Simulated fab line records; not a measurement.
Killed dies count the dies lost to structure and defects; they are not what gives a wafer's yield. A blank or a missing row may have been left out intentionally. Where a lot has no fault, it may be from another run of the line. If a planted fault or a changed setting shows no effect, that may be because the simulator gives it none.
Chamber matching | flow nand_harc | ald_hk-04 running NHARC_A_STAIRCASE_ALD_420: 4 sister chambers
The step deposits SiO2, target thk 20 nm, pulse time 6 s, ald cycles 200. 8 wafers are shown with their chamber, then 10 later ones without.

== EACH WAFER AND ITS CHAMBER ==
wafer  | chamber | heater_power_w (W) | precursor_pulse_height_rel
L075.6 | 0       | 429                | 0.970
L079.1 | 2       | 487                | 0.985
L079.4 | 0       | 440                | 0.967
L082.3 | 1       | 471                | 1.019
L082.4 | 3       | 450                | 0.971
L082.6 | 3       | 438                | 1.014
L089.3 | 1       | 476                | 0.985
L089.4 | 2       | 484                | 1.008

== WAFERS WHOSE CHAMBER IS MISSING ==
wafer  | heater_power_w (W) | precursor_pulse_height_rel
L089.6 | 448                | 1.027
L095.2 | 483                | 1.001
L095.5 | 437                | 0.980
L095.6 | 417                | 0.988
L096.1 | 451                | 0.989
L096.3 | 507                | 0.989
L096.5 | 516                | 0.989
L097.1 | 476                | 1.019
L097.5 | 407                | 1.032
L097.6 | 498                | 1.027

== WHICH CHAMBER EACH WENT THROUGH ==
wafer  | from the rows above     | in truth
L089.6 | can't be placed: 3 or 0 | 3
L095.2 | can't be placed: 2 or 1 | 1
L095.5 | can't be placed: 0 or 3 | 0
L095.6 | can't be placed: 0 or 3 | 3
L096.1 | can't be placed: 3 or 0 | 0
L096.3 | can't be placed: 2 or 1 | 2
L096.5 | can't be placed: 2 or 1 | 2
L097.1 | can't be placed: 1 or 2 | 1
L097.5 | can't be placed: 0 or 3 | 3
L097.6 | can't be placed: 2 or 1 | 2
Placed correctly: 0 of 10. From these rows, 10 cannot be placed; in 10 the true chamber is one of the candidates. Wrongly placed: 0.
How it was worked out, from the rows above alone: a wafer's distance from a chamber is the root of the sum, over the readings, of the square of ((its reading less the chamber's mean) divided by the reading's scatter). The wafer belongs to the nearest chamber; if the next one is less than 2 further off, it can't be placed. A chamber's mean is the mean of its shown wafers. How the scatter is found: for the shown wafers, subtract from each reading the mean of its chamber, square and add these, divide the total by (wafers less chambers), then take the root.
